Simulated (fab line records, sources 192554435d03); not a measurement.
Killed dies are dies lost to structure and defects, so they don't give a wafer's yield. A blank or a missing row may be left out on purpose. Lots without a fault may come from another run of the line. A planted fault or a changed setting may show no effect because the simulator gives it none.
Which tool did it? | flow n5_finfet | 9 lots, 25 wafers sampled, at 5 steps of a route of 1938

WHAT THE GAUGES READ, wafer by wafer
N5_MOL_CONTACT_COAG_CD_MEAS_99: target cd 17.2 nm.
lot  | measured     | on        | cd_nm (nm)
L903 | day 4 20:35  | cd_sem-02 | 16.6 16.9 16.3
L906 | day 5 12:17  | cd_sem-03 | 16.3 17.5 17.1
L912 | day 6 22:43  | cd_sem-03 | 17.3 17.7 17.5
L914 | day 7 13:32  | cd_sem-02 | 17.1 17.3 17.5
L919 | day 8 17:36  | cd_sem-01 | 17.7 16.9 17.0
L922 | day 9 12:57  | cd_sem-03 | 17.7 17.8
L924 | day 10 01:32 | cd_sem-02 | 16.9 16.9 17.3
L925 | day 10 10:06 | cd_sem-03 | 17.9 17.0 17.8
L926 | day 10 17:13 | cd_sem-03 | 17.2 16.9

N5_BEOL_M4_RC_MEAS_101.
lot  | measured     | on        | DIBL_N (mV/V)  | DIBL_P (mV/V)  | IOFF_N (nA/um) | IOFF_P (nA/um) | ION_N (uA/um) | ION_P (uA/um) | RC_DENSE_N (ohm.um) | RC_DENSE_P (ohm.um) | RC_N (ohm.um)  | RC_P (ohm.um)  | REXT_N (ohm.um) | REXT_P (ohm.um)   | SS_N (mV/dec)  | SS_P (mV/dec)  | VT_N (mV)   | VT_P (mV)
L903 | day 15 11:46 | prober-02 | 35.8 36.6 35.5 | 36.3 36.9 36.1 | 0.16 0.18 0.15 | 0.22 0.24 0.22 | 674 661 671   | 464 451 464   | 19.8 18.9 19.8      | 25.3 24.1 25.4      | 16.3 15.6 16.2 | 20.8 19.6 20.7 | 74.9 75.5 76.3  | 101.1 100.6 100.7 | 71.8 71.5 71.5 | 72.8 73.5 73.1 | 251 250 251 | -249 -248 -249
L906 | day 14 20:15 | prober-02 | 35.0 37.2 33.3 | 34.9 37.6 33.1 | 0.13 0.18 0.12 | 0.16 0.21 0.15 | 664 681 653   | 447 462 454   | 20.1 18.7 19.1      | 24.8 23.3 23.8      | 16.1 15.4 15.6 | 20.4 19.2 19.1 | 73.4 72.9 73.9  | 101.3 101.0 101.2 | 71.4 71.7 71.0 | 72.5 73.3 72.2 | 252 248 254 | -256 -254 -256
L912 | day 16 22:43 | prober-01 | 37.1 35.8 35.5 | 38.1 36.3 35.6 | 0.20 0.17 0.17 | 0.23 0.20 0.20 | 683 656 676   | 461 445 456   | 34.2 34.2 34.4      | 42.9 42.7 43.3      | 27.9 27.9 27.8 | 34.9 35.0 35.3 | 86.8 87.3 87.9  | 115.7 114.1 117.1 | 72.0 71.6 71.9 | 73.9 74.0 73.4 | 244 249 246 | -247 -250 -251
L914 | day 17 07:19 | prober-02 | 38.4 34.9 36.7 | 39.6 35.3 38.1 | 0.24 0.15 0.19 | 0.29 0.21 0.26 | 671 654 654   | 456 454 458   | 35.4 35.1 34.3      | 44.3 43.6 43.0      | 28.8 28.3 28.2 | 36.0 35.7 35.1 | 89.1 89.8 89.7  | 113.2 113.8 111.1 | 72.4 71.5 71.7 | 74.2 73.4 73.8 | 244 251 248 | -246 -251 -247
L919 | day 17 20:31 | prober-01 | 37.5 35.6 36.9 | 37.2 34.8 36.1 | 0.17 0.14 0.16 | 0.22 0.19 0.21 | 679 659 680   | 461 454 462   | 18.6 18.8 19.2      | 23.4 23.9 24.1      | 15.0 15.4 15.6 | 18.9 19.4 19.7 | 72.8 72.9 72.4  | 100.3 101.8 101.7 | 71.5 71.2 71.5 | 73.1 73.4 73.6 | 246 251 249 | -253 -250 -251
L922 | day 19 02:43 | prober-01 | 38.3 33.9      | 38.7 33.4      | 0.21 0.12      | 0.26 0.17      | 685 672       | 470 462       | 18.1 18.5           | 22.5 23.2           | 14.7 15.1      | 18.7 19.1      | 73.2 72.8       | 97.6 98.4         | 71.5 70.7      | 73.5 72.6      | 246 252     | -245 -253
L924 | day 19 04:35 | prober-01 | 37.5 35.8 38.9 | 36.4 35.5 38.6 | 0.16 0.14 0.19 | 0.21 0.20 0.24 | 662 659 670   | 455 462 460   | 19.6 19.9 19.9      | 24.7 24.8 24.6      | 16.3 16.1 16.1 | 20.0 20.0 20.0 | 72.8 73.1 73.8  | 97.5 96.9 98.7    | 71.3 70.8 71.8 | 73.1 73.3 73.6 | 249 252 248 | -249 -251 -247
L925 | day 20 05:26 | prober-02 | 35.9 35.6 33.5 | 35.3 34.6 32.1 | 0.15 0.13 0.10 | 0.19 0.19 0.15 | 686 659 648   | 472 458 450   | 18.1 19.3 18.1      | 22.8 23.6 22.2      | 14.9 15.5 14.7 | 18.5 19.4 18.2 | 74.4 75.7 74.6  | 95.8 98.3 96.7    | 71.0 71.7 71.4 | 72.7 72.8 72.0 | 247 251 256 | -250 -251 -255
L926 | day 20 12:02 | prober-01 | 38.3 38.3      | 39.7 39.2      | 0.23 0.22      | 0.28 0.27      | 708 685       | 480 465       | 19.1 19.1           | 24.0 24.4           | 15.5 15.8      | 19.6 19.7      | 74.2 74.0       | 102.6 103.5       | 71.9 71.4      | 73.8 74.4      | 243 244     | -245 -244

WHICH TOOL RAN EACH LOT (tool, then ch and the chambers of the sampled wafers, then the start)
lot  | N5_MOL_CONTACT_COAG_ETCH_106       | N5_MOL_CONTACT_COAG_ETCH_110       | N5_MOL_CONTACT_COAG_IMPLANT_129
L903 | rie_diel-02 ch 0,3, day 4 20:16    | rie_diel-02 ch 0,3, day 4 20:28    | implanter-02 ch 0, day 4 20:39
L906 | rie_diel-02 ch 0,1,2, day 5 11:58  | rie_diel-02 ch 0,1,2, day 5 12:10  | implanter-02 ch 0, day 5 12:21
L912 | rie_diel-02 ch 1,2, day 6 22:15    | rie_diel-02 ch 1,2, day 6 22:33    | implanter-02 ch 0, day 6 22:45
L914 | rie_diel-02 ch 0,1,2, day 7 13:14  | rie_diel-02 ch 0,1,2, day 7 13:25  | implanter-02 ch 0, day 7 13:35
L919 | rie_diel-03 ch 0,1,3, day 8 17:17  | rie_diel-03 ch 0,1,3, day 8 17:29  | implanter-01 ch 0, day 8 17:40
L922 | rie_diel-03 ch 1,3, day 9 12:38    | rie_diel-03 ch 1,3, day 9 12:50    | implanter-01 ch 0, day 9 13:02
L924 | rie_diel-06 ch 0,2,3, day 10 01:14 | rie_diel-06 ch 0,2,3, day 10 01:25 | implanter-02 ch 0, day 10 01:40
L925 | rie_diel-02 ch 1,2, day 10 09:47   | rie_diel-02 ch 1,2, day 10 09:59   | implanter-01 ch 0, day 10 10:08
L926 | rie_diel-06 ch 0,2, day 10 16:54   | rie_diel-06 ch 0,2, day 10 17:05   | implanter-01 ch 0, day 10 17:15
- N5_MOL_CONTACT_COAG_ETCH_106: etches SOC in N2/H2, target depth 80 nm, overetch 16 nm, time 120 s.
- N5_MOL_CONTACT_COAG_ETCH_110: etches Si in CF4/O2, target depth 2.5 nm, time 8 s.
- N5_MOL_CONTACT_COAG_IMPLANT_129

WHAT THE TOOLS THEMSELVES READ (means of the sampled wafers that have a number; where no wafer has one, the mark that the record gives instead)
N5_MOL_CONTACT_COAG_ETCH_106.
lot  | tool        | drypump_motor_current_A (A) | oes_product_au (a.u.) | rf_vpp_V (V) | showerhead_plenum_p_Torr (Torr) | temp_c (C) | throttle_valve_pct (%)
L903 | rie_diel-02 | 6.1                         | 0.63                  | 526          | 2.60                            | 40.05      | 18.15
L906 | rie_diel-02 | 6.1                         | 0.68                  | 526          | 2.65                            | 39.99      | 17.93
L912 | rie_diel-02 | 6.0                         | 0.73                  | 528          | 2.68                            | 39.91      | 17.72
L914 | rie_diel-02 | 6.2                         | 0.73                  | 526          | 2.64                            | 40.00      | 17.79
L919 | rie_diel-03 | 5.8                         | 0.66                  | 524          | 2.52                            | 39.99      | 17.81
L922 | rie_diel-03 | 5.8                         | 0.65                  | 524          | 2.52                            | 40.08      | 17.79
L924 | rie_diel-06 | 5.3                         | 0.72                  | 522          | 2.48                            | 39.99      | 17.92
L925 | rie_diel-02 | 6.0                         | 0.76                  | 527          | 2.67                            | 40.00      | 17.65
L926 | rie_diel-06 | 5.1                         | 0.74                  | 526          | 2.55                            | 39.83      | 17.91

N5_MOL_CONTACT_COAG_ETCH_110.
lot  | tool        | cf4_flow_sccm (sccm) | drypump_motor_current_A (A) | oes_product_au (a.u.) | rf_vpp_V (V) | showerhead_plenum_p_Torr (Torr) | throttle_valve_pct (%)
L903 | rie_diel-02 | 100.00               | 6.1                         | 0.68                  | 133          | 2.28                            | 11.22
L906 | rie_diel-02 | 99.88                | 6.1                         | 0.74                  | 131          | 2.31                            | 10.90
L912 | rie_diel-02 | 100.02               | 6.0                         | 0.80                  | 130          | 2.33                            | 10.58
L914 | rie_diel-02 | 99.97                | 6.1                         | 0.80                  | 132          | 2.30                            | 10.69
L919 | rie_diel-03 | 100.26               | 5.8                         | 0.74                  | 128          | 2.22                            | 10.88
L922 | rie_diel-03 | 100.00               | 5.7                         | 0.72                  | 126          | 2.21                            | 10.88
L924 | rie_diel-06 | 100.12               | 5.4                         | 0.81                  | 127          | 2.18                            | 10.81
L925 | rie_diel-02 | 100.07               | 6.0                         | 0.83                  | 130          | 2.31                            | 10.44
L926 | rie_diel-06 | 100.36               | 5.0                         | 0.83                  | 128          | 2.24                            | 10.77

N5_MOL_CONTACT_COAG_IMPLANT_129.
lot  | tool         | beam_on_s (s) | dose_ions_cm2 | faraday_current_uA
L903 | implanter-02 | 44            | 5.993e+14     | 1696
L906 | implanter-02 | 45            | 6.001e+14     | 1690
L912 | implanter-02 | 10            | 5.913e+13     | 752
L914 | implanter-02 | 10            | 6.050e+13     | 746
L919 | implanter-01 | 33            | 5.999e+14     | 2272
L922 | implanter-01 | 34            | 6.004e+14     | 2246
L924 | implanter-02 | 45            | 6.006e+14     | 1696
L925 | implanter-01 | 34            | 5.999e+14     | 2242
L926 | implanter-01 | 34            | 6.000e+14     | 2195

THE ANSWER, worked out from the rows above alone
Rule: what is usual is taken from the lots themselves. Put in order of their means at a reading, lots are off if they are a third of the lots or fewer, leave a main group of 4 or more, and stand apart from it by a gap of 3 or more times the standard deviation of the main group's means; of several such gaps the widest counts. A main group whose means are all the same, to the digits that the tables above print for the reading, isn't used. A lot without any number at a reading at which 4 lots or more have one is off too. The other lots that the step has rows for count as sound. The gauges are gone through in route order, then the tools' own readings, and for those a lot's mean is taken as printed above. The first step at which some lot is off is used, and at that step the reading that is off furthest; a lot without a number counts as furthest.
Off: L912, L914, at N5_BEOL_M4_RC_MEAS_101 (RC_DENSE_N). The main group: mean 19.1 ohm.um, standard deviation 0.5.
A tool fits if, at a process step before that reading, it ran every lot that is off, and no sound lot after the first of them. The gauges at N5_BEOL_M4_RC_MEAS_101 aren't tried: what is off there is off at N5_MOL_CONTACT_COAG_IMPLANT_129 too, on other tools, and a gauge's error can't cause that. None of those tried fits.

WHAT THE SIMULATOR HAD PUT IN
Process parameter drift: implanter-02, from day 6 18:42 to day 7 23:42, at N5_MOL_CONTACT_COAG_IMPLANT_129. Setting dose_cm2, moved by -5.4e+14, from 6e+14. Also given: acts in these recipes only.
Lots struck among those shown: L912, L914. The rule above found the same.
